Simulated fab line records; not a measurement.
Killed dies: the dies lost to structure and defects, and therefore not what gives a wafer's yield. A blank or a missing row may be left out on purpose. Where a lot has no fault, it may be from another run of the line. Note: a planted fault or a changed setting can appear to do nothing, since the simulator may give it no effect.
Lot-split experiment -- flow n5 finfet -- 21 wafers read from 7 lots, route of 1938 steps

== ABOUT THE SPLIT ==
At N5_FIN_CUT_EXPOSE_05 (exposes mask FIN CUT), the setting dose mj was moved away from the recipe's 45.75 on 4 of the 21 wafers read, by -5.9% to +6.8%. This setting was run at the recipe's value on the other wafers.

== FROM THE SPLIT TO THE READING: what the file shows between them, 2 steps ==
- N5_FIN_CUT_PEB_06: peb time 60 s
- N5_FIN_CUT_DEVELOP_07: develop time 30 s

== THE READING ==
cd nm at N5_FIN_CUT_CD_MEAS_08, given in nm (cd target 29.1 nm). Typical for fault-free wafers on this fab line: 29.22 nm, with standard deviation 0.24 nm.

wafer,"tool, chamber at the split",dose mj as run,against the recipe,"cd nm, nm",against lot-mates on the recipe
L077.2,"euv scanner-01, 0",45.75,recipe,28.92,-
L077.4,"euv scanner-01, 0",45.75,recipe,29.28,-
L077.6,"euv scanner-01, 0",45.75,recipe,29.15,-
L081.2,"euv scanner-01, 0",45.75,recipe,29.17,-
L081.5,"euv scanner-01, 0",45.75,recipe,29.23,-
L081.6,"euv scanner-01, 0",45.75,recipe,29.11,-
L082.4,"euv scanner-02, 0",45.75,recipe,29.51,-
L082.5,"euv scanner-02, 0",45.75,recipe,29.15,-
L082.6,"euv scanner-02, 0",43.9,-4.0%,28.86,-0.47
L086.1,"euv scanner-01, 0",45.75,recipe,29.11,-
L086.3,"euv scanner-01, 0",48.84,+6.8%,30.56,+1.54
L086.6,"euv scanner-01, 0",45.75,recipe,28.92,-
L087.1,"euv scanner-02, 0",45.75,recipe,29.25,-
L087.4,"euv scanner-02, 0",45.75,recipe,29.07,-
L087.6,"euv scanner-02, 0",45.75,recipe,29.13,-
L090.2,"euv scanner-02, 0",43.06,-5.9%,28.23,-1.08
L090.3,"euv scanner-02, 0",45.75,recipe,29.31,-
L090.6,"euv scanner-02, 0",43.06,-5.9%,28.18,-1.13
L095.1,"euv scanner-01, 0",45.75,recipe,28.87,-
L095.3,"euv scanner-01, 0",45.75,recipe,29.08,-
L095.4,"euv scanner-01, 0",45.75,recipe,29.29,-

THE FIT
A straight line over all 21 wafers: cd nm changes by +0.169 nm for each +1% of dose mj; r = +0.92; the points scatter about the line by 0.18 nm.
The same after taking each lot's own level away (the mean of its wafers on the recipe; 21 wafers): +0.195 nm for each +1%; r = +0.96; scatter 0.15 nm.
According to that fit, moving dose mj by its largest amount changes the reading by 1.3 nm.
The lots' own levels span 29.015 to 29.330 nm, that is 1.3 times the standard deviation above.
Thus the slope moves with the lot-to-lot level: the two fits are different.
Check: +1.19 nm against its lot-mates is what the line predicts for one of the wafers moved furthest among these (+6.8%) when that wafer is left out of the fit. It came out at +1.54 nm against them.

== OTHER SPLITS ON THESE WAFERS ==
Note: prior to the reading, these wafers also went through further splits. Each is held against what the fit with the lots' levels taken away leaves over:
other split on the same wafers,wafers away from the commonest value,r with cd nm (lot level and that fit taken away)
N5_WELL_APT_COAT_02 spin rpm,5,-0.22
N5_WELL_APT_PEB_06 peb time s,7,-0.38
N5_WELL_APT_DEVELOP_07 develop time s,8,-0.19
N5_FIN_SAQP_PECVD_06 time s,5,-0.13
N5_FIN_SAQP_COAT_50 spin rpm,4,-0.03

== THE WHOLE CHAIN: every reading that the file lists as answering this split, in the file's order ==
step,what it does,reading,change (the file's fit),r (the file's)
N5_FIN_CUT_CD_MEAS_08,target cd 29.1 nm,cd nm,+0.195 nm for each +1% of the setting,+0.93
N5_FIN_CUT_ETCH_30,"etches underlayer in N2/H2, target depth 13 nm, time 10.4 s","FIN_CUT.cd offset nm (the simulator's own value, which no gauge read)",+0.171 nm for each +1% of the setting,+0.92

== FILE'S OWN FIT ==
cd nm changes by +0.195 nm for each +1% of dose mj, r = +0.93.
